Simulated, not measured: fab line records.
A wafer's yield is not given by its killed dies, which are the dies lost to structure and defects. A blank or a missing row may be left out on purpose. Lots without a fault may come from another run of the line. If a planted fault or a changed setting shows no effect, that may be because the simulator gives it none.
Which of the tools did it? | flow nandHarc | 42 wafers from 14 lots sampled at 3 of the route's 1159 steps

== WHAT THE GAUGES SHOWED, per wafer ==
NHARC_P_M1_CD_MEAS_09: the cd target is 130 nm. Usual: cdNm 130.1 nm, standard deviation 0.56.
lot  | measured     | on       | cdNm (nm)         | flag
L870 | day 6 16:49  | cdSem-01 | 130.4 130.9 129.7 | 
L871 | day 6 17:47  | cdSem-02 | 130.6 130.1 130.5 | 
L869 | day 7 00:32  | cdSem-01 | 129.5 129.9 130.8 | 
L872 | day 7 06:25  | cdSem-02 | 130.0 129.7 130.3 | 
L873 | day 7 12:08  | cdSem-02 | 130.1 130.9 130.6 | 
L874 | day 7 17:32  | cdSem-03 | 130.2 131.0 130.2 | 
L875 | day 8 03:46  | cdSem-01 | 130.2 130.7 129.4 | 
L876 | day 8 08:10  | cdSem-01 | 130.4 130.5 130.0 | 
L877 | day 8 09:02  | cdSem-02 | 130.0 129.4 129.6 | 
L878 | day 8 21:34  | cdSem-03 | 130.5 130.4 129.7 | 
L881 | day 9 09:38  | cdSem-02 | 130.2 130.1 130.6 | 
L884 | day 10 02:48 | cdSem-01 | 129.3 129.0 128.3 | 
L883 | day 10 03:29 | cdSem-01 | 130.2 145.6 130.5 | OFF
L887 | day 10 21:13 | cdSem-03 | 130.8 130.2 146.5 | OFF

== WHAT TOOL EACH LOT RAN ON (gives the tool, then ch and the chambers of the sampled wafers, and finally the start) ==
lot  | NHARC_P_M0_PRE_CLEAN_29                | NHARC_P_M1_PEB_07
L870 | pvdSputter-01, day 6 16:44 or earlier  | lithoTrack-06 ch 0, day 6 16:44
L871 | pvdSputter-03, day 6 17:43 or earlier  | lithoTrack-04 ch 0, day 6 17:43
L869 | pvdSputter-03, day 7 00:27 or earlier  | lithoTrack-01 ch 0, day 7 00:27
L872 | pvdSputter-02, day 7 06:19 or earlier  | lithoTrack-01 ch 0, day 7 06:19
L873 | pvdSputter-01, day 7 12:03 or earlier  | lithoTrack-06 ch 0, day 7 12:03
L874 | pvdSputter-02, day 7 17:27 or earlier  | lithoTrack-06 ch 0, day 7 17:27
L875 | pvdSputter-03, day 8 03:41 or earlier  | lithoTrack-01 ch 0, day 8 03:41
L876 | pvdSputter-01, day 8 08:05 or earlier  | lithoTrack-01 ch 0, day 8 08:05
L877 | pvdSputter-02, day 8 08:57 or earlier  | lithoTrack-04 ch 0, day 8 08:57
L878 | pvdSputter-03, day 8 21:29 or earlier  | lithoTrack-06 ch 0, day 8 21:29
L881 | pvdSputter-02, day 9 09:34 or earlier  | lithoTrack-04 ch 0, day 9 09:34
L884 | pvdSputter-03, day 10 02:43 or earlier | lithoTrack-06 ch 0, day 10 02:43
L883 | pvdSputter-01, day 10 03:25 or earlier | lithoTrack-04 ch 0, day 10 03:25
L887 | pvdSputter-02, day 10 21:08 or earlier | lithoTrack-04 ch 0, day 10 21:08
- NHARC_P_M0_PRE_CLEAN_29: time 30 s.
- NHARC_P_M1_PEB_07: peb time 65 s.

== AS READ BY THE TOOLS THEMSELVES (means over the sampled wafers that have a number; for cases with no such wafer, the mark the record gives instead) ==
NHARC_P_M0_PRE_CLEAN_29. Usual: heaterPowerW 398 W, standard deviation 32.
lot  | tool          | heaterPowerW (W) | flag
L870 | pvdSputter-01 | 434              | 
L871 | pvdSputter-03 | 383              | 
L869 | pvdSputter-03 | 374              | 
L872 | pvdSputter-02 | 399              | 
L873 | pvdSputter-01 | 431              | 
L874 | pvdSputter-02 | 414              | 
L875 | pvdSputter-03 | 372              | 
L876 | pvdSputter-01 | 428              | 
L877 | pvdSputter-02 | 406              | 
L878 | pvdSputter-03 | 376              | 
L881 | pvdSputter-02 | 400              | 
L884 | pvdSputter-03 | 374              | 
L883 | pvdSputter-01 | 440              | 
L887 | pvdSputter-02 | 384              | 

== THE ANSWER, worked out from the rows above alone ==
Rule: a lot counts as off when the mean over its wafers that have a number is more than 3 standard deviations away from the usual mean. Also off: a lot with no number at a reading for which 4 or more lots have one. The other lots that the step has rows for count as sound. Order of review: gauges by route order, followed by the tools' own readings, for which a lot's mean as printed above is used. At the first step where some lot is off, the reading lying furthest off is the one used; lots without a number count as furthest.
Off, at NHARC_P_M1_CD_MEAS_09 on cdNm: L883, L887.
If a tool, at a process step before that reading, ran all the lots that are off and no sound lot after the first of them, it fits. Gauges at NHARC_P_M1_CD_MEAS_09: tried the same way as those tools. NHARC_P_M0_PRE_CLEAN_29: start missing for some lots; hours and lot order therefore follow NHARC_P_M1_PEB_07. One fits: lithoTrack-04 at NHARC_P_M1_PEB_07. A fault onset in the window from L881 (day 9 09:34, its last sound lot) to L883 (day 10 03:25, its first lot off) fits.

== WHAT HAD BEEN PUT IN BY THE SIMULATOR ==
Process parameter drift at NHARC_P_M1_PEB_07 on lithoTrack-04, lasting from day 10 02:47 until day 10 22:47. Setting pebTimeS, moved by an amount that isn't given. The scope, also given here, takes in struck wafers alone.
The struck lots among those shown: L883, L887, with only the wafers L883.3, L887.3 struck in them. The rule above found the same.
